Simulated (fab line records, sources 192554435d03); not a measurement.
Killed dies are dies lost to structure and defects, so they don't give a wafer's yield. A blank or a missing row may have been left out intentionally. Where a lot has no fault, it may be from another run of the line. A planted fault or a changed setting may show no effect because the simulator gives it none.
Matching of chambers -- flow n5Finfet -- aldMetal-04 running N5_HKMG_FIN_ALD_21: 4 sister chambers
The step deposits TiN, target thk 1.5 nm, pulse time 1 s, purge time 3 s. 4 wafers are shown with their chamber, then 11 later ones without.

== WAFERS, EACH WITH ITS CHAMBER ==
wafer,chamber,heaterPowerW (W)
L092.3,2,870
L092.5,1,742
L092.6,0,1009
L093.2,3,729

== WAFERS MISSING THEIR CHAMBER ==
wafer,heaterPowerW (W)
L093.4,995
L093.6,1028
L095.1,788
L095.2,722
L095.3,867
L095.4,1015
L095.5,727
L095.6,1001
L096.2,873
L096.5,730
L096.6,1013

== EACH ONE'S CHAMBER ==
wafer,from the rows above,in truth
L093.4,0,0
L093.6,0,0
L095.1,can't be placed: 1 or 3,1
L095.2,can't be placed: 3 or 1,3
L095.3,2,2
L095.4,0,0
L095.5,can't be placed: 3 or 1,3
L095.6,0,0
L096.2,2,2
L096.5,can't be placed: 3 or 1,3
L096.6,0,0
Placed correctly: 7 of 11. Not placeable from these rows: 4 (in 4, the candidates include the true chamber). 0 placed wrongly.
How it was worked out, from the rows above alone: a wafer's distance from a chamber is the root of the sum, over the readings, of the square of ((its reading less the chamber's mean) divided by the reading's scatter). If the next closest chamber is less than 2 further off than the closest, the wafer can't be placed; otherwise it belongs to the closest. For every chamber, the mean is computed from those of its wafers that are shown. The scatter: with one shown wafer a chamber, the root of the mean of the squares of how far each hidden wafer lies from its nearest shown one.
